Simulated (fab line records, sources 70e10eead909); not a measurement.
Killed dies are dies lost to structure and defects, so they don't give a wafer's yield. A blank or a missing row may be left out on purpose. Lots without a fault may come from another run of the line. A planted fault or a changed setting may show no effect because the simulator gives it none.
fab line records | flow nand_harc | part 2 of 2: steps 5 to 6 of 6
record lots=19 wafers=57 last_day=33
route steps=1302 shown A_STAIRCASE@807
lots that met no fault: from a run of the same line without faults
start_h: hours from the record's first day to the start of the lot's first wafer shown | wait_h: hours since the lot's step before | " the same as in the row above | L1.1+2: a row that stands for several wafers | - no value, or no start given | * or withheld: withheld | < > ~ a bound
route shown NAME@n: a module of which the file shows steps, and the number in the route of the first | usual: mean/standard deviation of fault-free wafers | same: alike in all rows | chamber/n: place in a boat | sites: the reading at each site | _std_site: their standard deviation | _edge_site: outer sites' mean less inner sites' | radius_mm: how far each site lies from the wafer's centre | mask NAME#n: copy n | behind: the tool/chamber that last shaped the wafer | hold: why the lot was held/for how many hours/how that ended | device: the transistor (n, p or np) that didn't switch | end of line: the same wafers' tests at the end of the route | a step without rows: its recipe alone | killed: dies lost to structure and defects at the first sort, not the wafer's yield | map: a wafer's dies, x killed, . not, _ none there
set.NAME: the setting as run; set.NAME@STEP: as run at that earlier step | model.NAME: the simulator's own value behind a step, which no gauge read
steps of the route over a sample of lots; a table a step, a row a wafer
services: from which hour (start_h, from the record's first day; less than 0 if before it) a tool's chamber was out of use, for how many hours, and why
## steps
# step NHARC_A_STAIRCASE_DEP_151
# recipe target_thk_a=72000 temp_c=400 target_thk_nm=7200 teos_flow_sccm=200 rf_w=500 material=SiO2
# usual heater_power_w=686/100 susceptor_temp_C=400.01/0.22
# columns lot.wafer tool chamber start_h wait_h heater_power_w susceptor_temp_C
L074.2 pecvd-03 1 399.39 0.4 682 399.97
L074.3 " 2 " " 672 399.74
L074.5 " 2 " " 595 399.78
L075.2 pecvd-01 0 408.58 0.4 798 399.55
L075.1 " 2 " " 689 399.94
L075.4 " 1 " " 696 399.60
L077.2 pecvd-03 2 416.56 0.5 706 399.96
L077.6 " 2 " " 586 400.29
L077.5 " 1 " " 543 400.01
L076.1 pecvd-04 0 416.57 0.6 882 399.91
L076.2 " 2 " " 767 399.80
L076.6 " 2 " " 619 399.69
L078.2 pecvd-04 1 435.90 0.4 620 400.17
L078.3 " 2 " " 760 400.02
L078.6 " 2 " " 622 400.22
L079.1 pecvd-04 1 441.19 0.5 705 400.29
L079.3 " 2 " " 743 399.88
L079.6 " 2 " " 632 399.92
L080.2 pecvd-01 1 459.41 0.4 800 400.38
L080.3 " 0 " " 904 399.86
L080.5 " 0 " " 775 400.03
L081.3 pecvd-03 0 477.21 0.5 715 400.07
L081.6 " 2 " " 565 400.12
L081.5 " 1 " " 563 399.80
L082.3 pecvd-01 0 483.57 0.4 806 400.11
L082.2 " 2 " " 818 400.06
L082.4 " 0 " " 789 400.08
L083.2 pecvd-04 0 492.98 0.5 902 399.88
L083.5 " 2 " " 605 400.07
L083.6 " 1 " " 588 400.11
L084.1 pecvd-03 0 504.40 0.4 626 400.16
L084.2 " 1 " " 549 400.10
L084.4 " 2 " " 567 400.18
L087.3 pecvd-03 0 533.30 0.6 711 399.74
L087.6 " 1 " " 534 399.84
L087.4 " 2 " " 574 399.84
L088.3 pecvd-04 1 536.59 0.4 618 400.27
L088.6 " 1 " " 575 400.28
L088.5 " 2 " " 613 399.78
L091.2 pecvd-01 1 559.30 0.4 746 399.75
L091.1 " 2 " " 840 399.60
L091.3 " 0 " " 889 399.97
L089.3 pecvd-03 1 562.51 0.6 602 399.78
L089.4 " 2 " " 586 399.58
L089.6 " 0 " " 556 400.16
L092.5 pecvd-01 0 582.01 0.7 724 400.13
L092.4 " 1 " " 685 400.20
L092.6 " 2 " " 709 399.95
L094.3 pecvd-03 2 591.09 0.4 721 400.50
L094.1 " 0 " " 568 399.91
L094.2 " 1 " " 615 400.20
L095.6 pecvd-03 0 617.10 0.7 558 399.80
L095.5 " 1 " " 557 399.81
L095.4 " 2 " " 598 399.88
L097.2 pecvd-01 1 638.11 0.4 734 400.11
L097.3 " 2 " " 844 399.98
L097.5 " 0 " " 716 400.41
# step NHARC_A_STAIRCASE_DESCUM_443
# recipe time_s=3 o2_flow_sccm=200 ar_flow_sccm=0 bias_power_w=0 chemistry=O2
# usual chamber_pressure_mTorr=60.00/0.056 drypump_motor_current_A=5.8/0.53 o2_flow_sccm=200.0/0.57 oes_product_au=1.003/0.0088 rf_vpp_V=58.0/0.92 showerhead_plenum_p_Torr=1.93/0.1 throttle_valve_pct=11.311/0.0087
# same bias_power_w=0
# columns lot.wafer tool chamber start_h wait_h chamber_pressure_mTorr drypump_motor_current_A o2_flow_sccm oes_product_au rf_hours_counter_h rf_vpp_V showerhead_plenum_p_Torr throttle_valve_pct
L074.2 rie_diel-05 0 423.26 - 60.04 5.5 199.7 1.010 1 59.2 1.99 11.328
L074.3 " 2 " " 59.98 6.3 200.8 0.994 1 56.4 1.82 11.309
L074.5 " 0 " " 60.06 5.5 199.9 1.016 - 58.0 1.99 11.295
L075.1 rie_diel-04 3 438.65 - 59.98 6.2 200.5 1.012 27 58.4 1.90 11.308
L075.4 " 0 " " 59.99 5.2 199.4 1.005 25 58.0 1.81 11.312
L075.2 " 1 " " 60.04 5.3 198.9 1.010 26 57.5 2.05 11.308
L076.1 rie_diel-05 1 438.70 - 60.06 6.6 199.7 0.995 8 55.6 1.85 11.310
L076.2 " 2 " " 59.90 6.3 199.9 0.996 5 57.5 1.82 11.296
L076.6 " 0 " " 60.02 5.5 198.8 1.015 - 58.0 1.98 11.327
L077.2 rie_diel-04 2 438.74 - 59.98 5.7 200.3 0.983 28 58.9 1.92 11.301
L077.6 " 0 " " 60.08 5.2 200.6 1.001 - 56.7 1.81 11.314
L077.5 " 1 " " 59.93 5.4 199.8 1.007 - 59.4 2.05 11.309
L078.2 rie_diel-05 1 459.56 - 59.98 6.7 199.0 0.994 15 57.4 1.85 11.304
L078.3 " 0 " " 60.02 5.5 200.3 1.011 17 58.5 1.98 11.313
L078.6 " 0 " " 60.03 5.5 199.8 1.009 - 57.9 1.98 11.301
L079.3 rie_diel-05 0 467.07 - 59.96 5.5 200.5 1.014 21 57.3 1.98 11.313
L079.1 " 3 " " 60.02 4.9 199.8 1.016 18 58.7 2.07 11.328
L079.6 " 3 " " 60.02 4.9 199.7 1.020 - 59.6 2.07 11.290
L080.3 rie_diel-04 0 484.66 - 59.96 5.2 199.2 1.007 40 57.9 1.80 11.322
L080.2 " 3 " " 59.99 6.2 200.9 0.998 40 56.5 1.89 11.301
L080.5 " 1 " " 59.97 5.4 200.2 1.002 - 59.0 2.04 11.310
L081.3 rie_diel-05 0 512.82 - 60.05 5.5 200.3 1.003 37 57.4 1.97 11.305
L081.6 " 0 " " 59.95 5.5 199.3 1.003 - 58.6 1.97 11.299
L081.5 " 1 " " 60.00 6.7 199.5 0.993 - 58.1 1.84 11.315
L082.4 rie_diel-11 3 520.75 - 59.96 5.8 199.2 1.009 21 57.7 2.07 11.301
L082.2 " 0 " " 60.09 6.4 200.1 0.992 23 56.3 1.88 11.320
L082.3 " 1 " " 59.99 5.8 199.9 0.998 24 58.9 1.97 11.319
L083.2 rie_diel-04 3 520.94 - 60.12 6.2 199.2 0.990 50 59.1 1.89 11.318
L083.6 " 1 " " 60.01 5.3 199.3 1.005 - 57.9 2.04 11.306
L083.5 " 2 " " 60.09 5.7 199.9 0.987 - 57.4 1.91 11.319
L084.1 rie_diel-04 1 529.70 - 59.96 5.4 199.9 0.994 58 56.8 2.04 11.321
L084.2 " 2 " " 59.91 5.7 200.2 0.977 55 57.9 1.91 11.313
L084.4 " 3 " " 60.05 6.3 199.6 0.986 - 57.0 1.89 11.318
L087.3 rie_diel-05 1 560.67 - 60.03 6.6 200.2 1.007 49 59.1 1.84 11.316
L087.4 " 0 " " 60.02 5.5 199.6 1.016 53 57.5 1.97 11.305
L087.6 " 2 " " 60.03 6.3 200.1 1.013 - 56.9 1.81 11.310
L088.3 rie_diel-11 0 561.72 - 60.03 6.4 199.0 0.996 39 58.4 1.87 11.298
L088.6 " 3 " " 60.13 5.8 200.5 0.997 - 60.0 2.06 11.310
L088.5 " 2 " " 60.05 5.6 200.6 1.005 - 57.8 1.77 11.306
L089.4 rie_diel-04 2 584.32 - 60.02 5.7 199.6 1.010 12 59.3 1.90 11.321
L089.3 " 1 " " 60.03 5.3 200.1 1.010 12 58.3 2.03 11.308
L089.6 " 3 " " 59.97 6.2 200.0 1.014 - 58.6 1.88 11.310
L091.1 rie_diel-11 3 587.26 - 60.01 5.8 198.9 0.993 44 58.2 2.06 11.295
L091.2 " 0 " " 60.06 6.4 200.4 0.994 48 57.7 1.87 11.299
L091.3 " 1 " " 59.92 5.8 199.9 1.001 47 58.5 1.97 11.320
L092.4 rie_diel-05 2 607.56 - 60.10 6.3 200.2 1.004 4 57.7 1.80 11.323
L092.6 " 0 " " 59.98 5.5 199.3 1.017 - 58.9 1.97 11.317
L092.5 " 1 " " 60.00 6.6 200.1 0.999 - 58.0 1.84 11.323
L094.3 rie_diel-05 0 619.28 - 60.02 5.5 200.8 1.017 11 58.6 1.96 11.310
L094.2 " 1 " " 59.97 6.6 200.8 1.013 5 57.2 1.84 11.307
L094.1 " 2 " " 59.95 6.3 200.0 1.003 9 58.1 1.80 11.312
L095.4 rie_diel-05 0 639.90 - 59.93 5.5 200.8 1.006 17 58.5 1.96 11.311
L095.5 " 0 " " 59.99 5.5 200.3 1.013 - 58.5 1.96 11.305
L095.6 " 1 " " 60.04 6.7 200.4 1.012 - 55.6 1.83 11.302
L097.3 rie_diel-05 3 664.61 - 59.91 5.0 200.1 0.996 26 58.8 2.05 11.307
L097.2 " 0 " " 60.03 5.5 199.3 1.008 26 57.5 1.96 11.328
L097.5 " 0 " " 60.07 5.5 200.0 1.006 - 56.6 1.96 11.315
## services
# columns tool chamber start_h hours kind
rie_diel-04 - 354.97 9.0 pm
rie_diel-04 - 365.64 0.3 repair
pecvd-03 - 366.22 13.0 pm
rie_diel-05 0 386.85 20.6 repair
ald_hk-01 - 404.67 0.7 repair
rie_diel-05 - 406.65 9.0 pm
pecvd-03 0 413.59 3.8 repair
rie_diel-11 - 432.64 9.0 pm
ald_hk-04 - 434.15 10.0 pm
pecvd-04 - 450.00 13.0 pm
rie_diel-05 2 452.12 16.0 repair
pecvd-01 1 464.36 8.1 repair
pecvd-01 - 492.12 13.0 pm
rie_diel-04 0 518.99 65.0 repair
ald_hk-02 - 527.01 10.0 pm
rie_diel-04 - 533.58 9.0 pm
pecvd-03 - 547.30 13.0 pm
rie_diel-05 - 583.65 9.0 pm
pecvd-01 - 585.73 1.9 repair
rie_diel-11 - 609.92 9.0 pm
rie_diel-04 - 617.11 0.4 repair
pecvd-01 - 627.70 1.4 repair
pecvd-01 - 649.87 0.3 repair
rie_diel-04 1 661.86 9.7 repair
